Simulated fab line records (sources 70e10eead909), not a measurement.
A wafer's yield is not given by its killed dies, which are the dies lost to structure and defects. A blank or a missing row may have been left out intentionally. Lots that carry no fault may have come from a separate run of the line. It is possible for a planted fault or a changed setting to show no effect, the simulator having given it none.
Matching of chambers :: flow nandHarc :: rieDiel-09 running NHARC_A_STAIRCASE_TRIM_187: 4 sister chambers
The step chemistry O2, time 211.2 s. 27 wafers are shown with their chamber, then 12 later ones without.

## WAFERS WITH THEIR CHAMBER
wafer: L074.1
chamber: 1
drypumpMotorCurrentA (A): 5.6
showerheadPlenumPTorr (Torr): 3.55
oesProductAu (a.u.): 1.010

wafer: L074.3
chamber: 3
drypumpMotorCurrentA (A): 6.4
showerheadPlenumPTorr (Torr): 3.66
oesProductAu (a.u.): 1.010

wafer: L074.5
chamber: 1
drypumpMotorCurrentA (A): 5.6
showerheadPlenumPTorr (Torr): 3.55
oesProductAu (a.u.): 0.998

wafer: L075.1
chamber: 2
drypumpMotorCurrentA (A): 4.9
showerheadPlenumPTorr (Torr): 3.60
oesProductAu (a.u.): 1.002

wafer: L075.2
chamber: 0
drypumpMotorCurrentA (A): 5.8
showerheadPlenumPTorr (Torr): 3.42
oesProductAu (a.u.): 0.988

wafer: L075.4
chamber: 2
drypumpMotorCurrentA (A): 4.9
showerheadPlenumPTorr (Torr): 3.60
oesProductAu (a.u.): 0.997

wafer: L077.1
chamber: 1
drypumpMotorCurrentA (A): 5.6
showerheadPlenumPTorr (Torr): 3.55
oesProductAu (a.u.): 0.996

wafer: L077.5
chamber: 1
drypumpMotorCurrentA (A): 5.6
showerheadPlenumPTorr (Torr): 3.55
oesProductAu (a.u.): 1.004

wafer: L077.6
chamber: 0
drypumpMotorCurrentA (A): 5.8
showerheadPlenumPTorr (Torr): 3.42
oesProductAu (a.u.): 1.008

wafer: L078.3
chamber: 3
drypumpMotorCurrentA (A): 6.4
showerheadPlenumPTorr (Torr): 3.65
oesProductAu (a.u.): 1.003

wafer: L078.5
chamber: 3
drypumpMotorCurrentA (A): 6.5
showerheadPlenumPTorr (Torr): 3.65
oesProductAu (a.u.): 0.995

wafer: L078.6
chamber: 2
drypumpMotorCurrentA (A): 4.9
showerheadPlenumPTorr (Torr): 3.59
oesProductAu (a.u.): 0.999

wafer: L079.1
chamber: 0
drypumpMotorCurrentA (A): 5.8
showerheadPlenumPTorr (Torr): 3.42
oesProductAu (a.u.): 0.989

wafer: L079.2
chamber: 1
drypumpMotorCurrentA (A): 5.6
showerheadPlenumPTorr (Torr): 3.55
oesProductAu (a.u.): 1.004

wafer: L079.6
chamber: 0
drypumpMotorCurrentA (A): 5.8
showerheadPlenumPTorr (Torr): 3.42
oesProductAu (a.u.): 0.996

wafer: L083.1
chamber: 2
drypumpMotorCurrentA (A): 4.9
showerheadPlenumPTorr (Torr): 3.58
oesProductAu (a.u.): 1.004

wafer: L083.5
chamber: 3
drypumpMotorCurrentA (A): 6.5
showerheadPlenumPTorr (Torr): 3.65
oesProductAu (a.u.): 1.003

wafer: L083.6
chamber: 0
drypumpMotorCurrentA (A): 5.8
showerheadPlenumPTorr (Torr): 3.41
oesProductAu (a.u.): 1.001

wafer: L086.1
chamber: 3
drypumpMotorCurrentA (A): 6.5
showerheadPlenumPTorr (Torr): 3.64
oesProductAu (a.u.): 1.004

wafer: L086.2
chamber: 2
drypumpMotorCurrentA (A): 4.9
showerheadPlenumPTorr (Torr): 3.58
oesProductAu (a.u.): 1.003

wafer: L086.4
chamber: 1
drypumpMotorCurrentA (A): 5.6
showerheadPlenumPTorr (Torr): 3.53
oesProductAu (a.u.): 1.002

wafer: L087.1
chamber: 3
drypumpMotorCurrentA (A): 6.5
showerheadPlenumPTorr (Torr): 3.64
oesProductAu (a.u.): 1.001

wafer: L087.5
chamber: 3
drypumpMotorCurrentA (A): 6.5
showerheadPlenumPTorr (Torr): 3.63
oesProductAu (a.u.): 1.000

wafer: L087.6
chamber: 0
drypumpMotorCurrentA (A): 5.8
showerheadPlenumPTorr (Torr): 3.40
oesProductAu (a.u.): 0.984

wafer: L091.1
chamber: 0
drypumpMotorCurrentA (A): 5.8
showerheadPlenumPTorr (Torr): 3.40
oesProductAu (a.u.): 0.992

wafer: L091.2
chamber: 1
drypumpMotorCurrentA (A): 5.6
showerheadPlenumPTorr (Torr): 3.52
oesProductAu (a.u.): 0.992

wafer: L091.4
chamber: 3
drypumpMotorCurrentA (A): 6.5
showerheadPlenumPTorr (Torr): 3.63
oesProductAu (a.u.): 1.004

SIGNATURES (means of the wafers above)
reading: drypumpMotorCurrentA
chamber 0: 5.800
chamber 1: 5.600
chamber 2: 4.900
chamber 3: 6.475
scatter within a chamber: 0.0255

reading: showerheadPlenumPTorr
chamber 0: 3.4129
chamber 1: 3.5429
chamber 2: 3.5900
chamber 3: 3.6437
scatter within a chamber: 0.0108

reading: oesProductAu
chamber 0: 0.99400
chamber 1: 1.00086
chamber 2: 1.00100
chamber 3: 1.00250
scatter within a chamber: 0.00586
Rule: a wafer's distance from a chamber is the root of the sum, over the readings, of the square of ((its reading less the chamber's mean) divided by the reading's scatter). The wafer belongs to the nearest chamber; if the next one is less than 2 further off, it can't be placed. The scatter: take each reading less its chamber's mean, square it, sum over the shown wafers, divide by the number of wafers less the number of chambers, and take the root.

## WAFERS MISSING THEIR CHAMBER
wafer: L092.3
drypumpMotorCurrentA (A): 5.8
showerheadPlenumPTorr (Torr): 3.39
oesProductAu (a.u.): 1.004

wafer: L092.4
drypumpMotorCurrentA (A): 4.9
showerheadPlenumPTorr (Torr): 3.57
oesProductAu (a.u.): 1.017

wafer: L092.5
drypumpMotorCurrentA (A): 5.8
showerheadPlenumPTorr (Torr): 3.39
oesProductAu (a.u.): 1.012

wafer: L094.2
drypumpMotorCurrentA (A): 4.9
showerheadPlenumPTorr (Torr): 3.57
oesProductAu (a.u.): 1.013

wafer: L094.3
drypumpMotorCurrentA (A): 5.5
showerheadPlenumPTorr (Torr): 3.52
oesProductAu (a.u.): 1.001

wafer: L094.4
drypumpMotorCurrentA (A): 5.8
showerheadPlenumPTorr (Torr): 3.39
oesProductAu (a.u.): 0.999

wafer: L095.1
drypumpMotorCurrentA (A): 5.8
showerheadPlenumPTorr (Torr): 3.39
oesProductAu (a.u.): 0.996

wafer: L095.2
drypumpMotorCurrentA (A): 5.6
showerheadPlenumPTorr (Torr): 3.52
oesProductAu (a.u.): 0.989

wafer: L095.3
drypumpMotorCurrentA (A): 4.9
showerheadPlenumPTorr (Torr): 3.56
oesProductAu (a.u.): 1.010

wafer: L097.2
drypumpMotorCurrentA (A): 5.8
showerheadPlenumPTorr (Torr): 3.38
oesProductAu (a.u.): 1.005

wafer: L097.4
drypumpMotorCurrentA (A): 5.6
showerheadPlenumPTorr (Torr): 3.51
oesProductAu (a.u.): 1.003

wafer: L097.6
drypumpMotorCurrentA (A): 5.8
showerheadPlenumPTorr (Torr): 3.38
oesProductAu (a.u.): 0.995

## EACH ONE'S CHAMBER
wafer: L092.3
from the rows above: 0
in truth: 0

wafer: L092.4
from the rows above: 2
in truth: 2

wafer: L092.5
from the rows above: 0
in truth: 0

wafer: L094.2
from the rows above: 2
in truth: 2

wafer: L094.3
from the rows above: 1
in truth: 1

wafer: L094.4
from the rows above: 0
in truth: 0

wafer: L095.1
from the rows above: 0
in truth: 0

wafer: L095.2
from the rows above: 1
in truth: 1

wafer: L095.3
from the rows above: 2
in truth: 2

wafer: L097.2
from the rows above: 0
in truth: 0

wafer: L097.4
from the rows above: 1
in truth: 1

wafer: L097.6
from the rows above: 0
in truth: 0
Placed correctly: 12 of 12. From these rows, 0 cannot be placed. Wrongly placed: 0.
